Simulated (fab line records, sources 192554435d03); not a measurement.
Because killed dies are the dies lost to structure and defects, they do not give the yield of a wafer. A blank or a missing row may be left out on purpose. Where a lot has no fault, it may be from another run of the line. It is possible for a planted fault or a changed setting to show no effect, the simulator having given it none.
Lot-split experiment :: flow n5 finfet :: route with 1938 steps; 7 lots, 21 wafers read

SPLIT DETAILS
At N5_BEOL_M2_EXPOSE_25 (exposes mask V1, defocus 5 nm), the setting dose mj was moved away from the recipe's 63 on 8 of the 21 wafers read, by -6.3% to +7.2%. The other wafers ran this setting at the recipe's value.

FROM THE SPLIT TO THE READING: what the file shows between them, 2 steps
- N5_BEOL_M2_PEB_26: peb time 60 s
- N5_BEOL_M2_DEVELOP_27: develop time 30 s

THE READING
cd nm, in nm, at N5_BEOL_M2_CD_MEAS_28 (target cd 26.2 nm, target cd y 24.1 nm). A value of 26.17 nm with a standard deviation of 0.26 nm is what fault-free wafers of this fab line usually give.

wafer: L077.2
tool, chamber at the split: euv scanner-01, 0
dose mj as run: 63
against the recipe: recipe
cd nm, nm: 26.01
against lot-mates on the recipe: -

wafer: L077.3
tool, chamber at the split: euv scanner-01, 0
dose mj as run: 63
against the recipe: recipe
cd nm, nm: 26.17
against lot-mates on the recipe: -

wafer: L077.4
tool, chamber at the split: euv scanner-01, 0
dose mj as run: 67.54
against the recipe: +7.2%
cd nm, nm: 27.18
against lot-mates on the recipe: +1.09

wafer: L076.1
tool, chamber at the split: euv scanner-02, 0
dose mj as run: 63
against the recipe: recipe
cd nm, nm: 26.06
against lot-mates on the recipe: -

wafer: L076.3
tool, chamber at the split: euv scanner-02, 0
dose mj as run: 63
against the recipe: recipe
cd nm, nm: 25.97
against lot-mates on the recipe: -

wafer: L076.5
tool, chamber at the split: euv scanner-02, 0
dose mj as run: 63
against the recipe: recipe
cd nm, nm: 26.11
against lot-mates on the recipe: -

wafer: L080.1
tool, chamber at the split: euv scanner-01, 0
dose mj as run: 59.95
against the recipe: -4.8%
cd nm, nm: 25.63
against lot-mates on the recipe: -0.74

wafer: L080.3
tool, chamber at the split: euv scanner-01, 0
dose mj as run: 63
against the recipe: recipe
cd nm, nm: 26.37
against lot-mates on the recipe: -

wafer: L080.6
tool, chamber at the split: euv scanner-01, 0
dose mj as run: 59.95
against the recipe: -4.8%
cd nm, nm: 25.61
against lot-mates on the recipe: -0.76

wafer: L085.1
tool, chamber at the split: euv scanner-02, 0
dose mj as run: 63
against the recipe: recipe
cd nm, nm: 26.22
against lot-mates on the recipe: -

wafer: L085.3
tool, chamber at the split: euv scanner-02, 0
dose mj as run: 65.28
against the recipe: +3.6%
cd nm, nm: 26.69
against lot-mates on the recipe: +0.47

wafer: L085.6
tool, chamber at the split: euv scanner-02, 0
dose mj as run: 65.28
against the recipe: +3.6%
cd nm, nm: 26.84
against lot-mates on the recipe: +0.62

wafer: L088.2
tool, chamber at the split: euv scanner-01, 0
dose mj as run: 59.42
against the recipe: -5.7%
cd nm, nm: 25.33
against lot-mates on the recipe: -1.08

wafer: L088.4
tool, chamber at the split: euv scanner-01, 0
dose mj as run: 63
against the recipe: recipe
cd nm, nm: 26.42
against lot-mates on the recipe: -

wafer: L088.6
tool, chamber at the split: euv scanner-01, 0
dose mj as run: 63
against the recipe: recipe
cd nm, nm: 26.40
against lot-mates on the recipe: -

wafer: L093.3
tool, chamber at the split: euv scanner-01, 0
dose mj as run: 63
against the recipe: recipe
cd nm, nm: 26.58
against lot-mates on the recipe: -

wafer: L093.4
tool, chamber at the split: euv scanner-01, 0
dose mj as run: 63
against the recipe: recipe
cd nm, nm: 26.43
against lot-mates on the recipe: -

wafer: L093.6
tool, chamber at the split: euv scanner-01, 0
dose mj as run: 60.28
against the recipe: -4.3%
cd nm, nm: 25.31
against lot-mates on the recipe: -1.20

wafer: L095.1
tool, chamber at the split: euv scanner-02, 0
dose mj as run: 63
against the recipe: recipe
cd nm, nm: 26.09
against lot-mates on the recipe: -

wafer: L095.2
tool, chamber at the split: euv scanner-02, 0
dose mj as run: 59.04
against the recipe: -6.3%
cd nm, nm: 24.98
against lot-mates on the recipe: -1.30

wafer: L095.4
tool, chamber at the split: euv scanner-02, 0
dose mj as run: 63
against the recipe: recipe
cd nm, nm: 26.48
against lot-mates on the recipe: -

FIT RESULTS
A straight line over all 21 wafers: cd nm changes by +0.155 nm for each +1% of dose mj; r = +0.94; the points scatter about the line by 0.19 nm.
The same after taking each lot's own level away (the mean of its wafers on the recipe; 21 wafers): +0.177 nm for each +1%; r = +0.97; scatter 0.14 nm.
According to that fit, moving dose mj by its largest amount changes the reading by 1.3 nm.
The span of the lots' own levels, 26.047 to 26.505 nm, comes to 1.8 times the standard deviation stated above.
So the lot-to-lot level changes the slope: the two fits differ.
Check: +1.3 nm against its lot-mates is what the line predicts for one of the wafers moved furthest among these (+7.2%) when that wafer is left out of the fit. It came out at +1.09 nm against them.

OTHER SPLITS APPLIED TO THESE WAFERS
Before the reading, these wafers also passed through other splits. Each is held against what the fit with the lots' levels taken away leaves over:
other split on the same wafers: N5_BEOL_M0_SAQP_SPACER1_ALD_98 ald cycles
wafers away from the commonest value: 7
r with cd nm (lot level and that fit taken away): -0.38

other split on the same wafers: N5_BEOL_M0_TRENCH_ETCH_107 target depth a
wafers away from the commonest value: 8
r with cd nm (lot level and that fit taken away): -0.17

FILE'S OWN FIT
cd nm changes by +0.185 nm for each +1% of dose mj, r = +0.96.
